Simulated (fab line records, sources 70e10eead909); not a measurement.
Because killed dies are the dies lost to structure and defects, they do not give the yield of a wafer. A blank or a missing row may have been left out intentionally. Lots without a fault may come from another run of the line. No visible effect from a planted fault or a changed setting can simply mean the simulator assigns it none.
A struck lot beside a sound one	flow nand harc	16 steps out of a route of 1159
Sound: the wafers L680.3, L680.4, L680.6. Struck: wafer L685.4. The cause comes at the end.
Per side, at each step with rows, come the tool, then ch with its chambers, and then its first start. Under that, the readings that differ: sound wafers	struck wafers	difference of the means	sigmas: that difference in standard deviations of wafers without a fault.
alike: same words and numbers on both sides, and readings whose means sit less than 2 such deviations apart. not compared: any withheld reading, any reading some wafer has no value for, any bound like >300 that may hide the same value, and any number with overlapping values for which the record gives no deviation.
Wherever a step has rows on one side only, a row that says differs or no value, or a row with sigmas, the two part there. Non-overlapping numbers with no deviation appear without sigmas and do not part them. A reading that every wafer of one side lacks parts them only if that side has two wafers or more.

NHARC_P_CONTACT_CVD_23: deposits W, target thk 200 nm, time 557 s.
  sound on cvd w-02 ch 0,1; struck on cvd w-01 ch 1
reading	sound	struck	difference	sigmas
heater power w (W)	436 491 488	554	+82	+2
throttle valve pct (%)	8.5 8.6 8.7	7.6	-1.0	-3
  not compared: susceptor temp C
NHARC_P_CONTACT_CMP_24: polishes, t overpolish 30 s, target thk 200 nm.
  sound on cmp-04 ch 0,1,3, day 7 21:46; struck on cmp-02 ch 1, day 9 00:15
  alike: motor current A, overpolish run s, time to endpoint s
following that, these wafers have no rows for 1 step: NHARC_P_CONTACT_SRD_26.
NHARC_P_CONTACT_INSPECT_27:
  sound: defect inspect-02 at day 7 22:08; struck: defect inspect-02 at day 9 00:35
  alike: raw defect count
then, 7 steps without rows for these wafers: NHARC_P_M0_DEP_00 (deposits SiOC, target thk 150 nm); NHARC_P_M0_DEHYDRATE_01 (time 120 s); NHARC_P_M0_HMDS_02 (time 30 s); NHARC_P_M0_COAT_33 (time 65 s); NHARC_P_M0_COAT_03 (resist thk 90 nm); NHARC_P_M0_SOFTBAKE_04 (time 55 s); NHARC_P_M0_EBR_05.
NHARC_P_M0_EXPOSE_06: exposes mask P M0, target cd 90 nm.
  sound on arfi scanner-01 ch 0, day 7 22:54; struck on arfi scanner-03 ch 0, day 9 01:21
  alike: mask, reticle temp C
then, 2 steps without rows for these wafers: NHARC_P_M0_PEB_07 (peb time 65 s); NHARC_P_M0_DEVELOP_08 (develop time 35 s).
NHARC_P_M0_CD_MEAS_09 targets a cd of 90 nm.
  sound on cd sem-03 ch 0, day 7 23:02; struck on cd sem-02 ch 0
  alike: cd nm
  not compared: hold
NHARC_P_M0_OVL_MEAS_10: pitch 180 nm.
  sound: overlay-01 at day 7 23:07; struck: overlay-02 at day 9 02:24
reading	sound	struck	difference	sigmas
hold	- - -	await dispo/0.7h/release	no value on the sound wafers	
overlay x nm (nm)	-0.3 -0.3 0.0	-2.1	-1.9	-2
overlay y nm (nm)	0.8 0.9 1.2	-1.0	-2.0	-2

WHERE THEY PART
Earliest at NHARC_P_CONTACT_CVD_23; latest, in this record, at NHARC_P_M0_OVL_MEAS_10.

WHY: what had been put in by the simulator
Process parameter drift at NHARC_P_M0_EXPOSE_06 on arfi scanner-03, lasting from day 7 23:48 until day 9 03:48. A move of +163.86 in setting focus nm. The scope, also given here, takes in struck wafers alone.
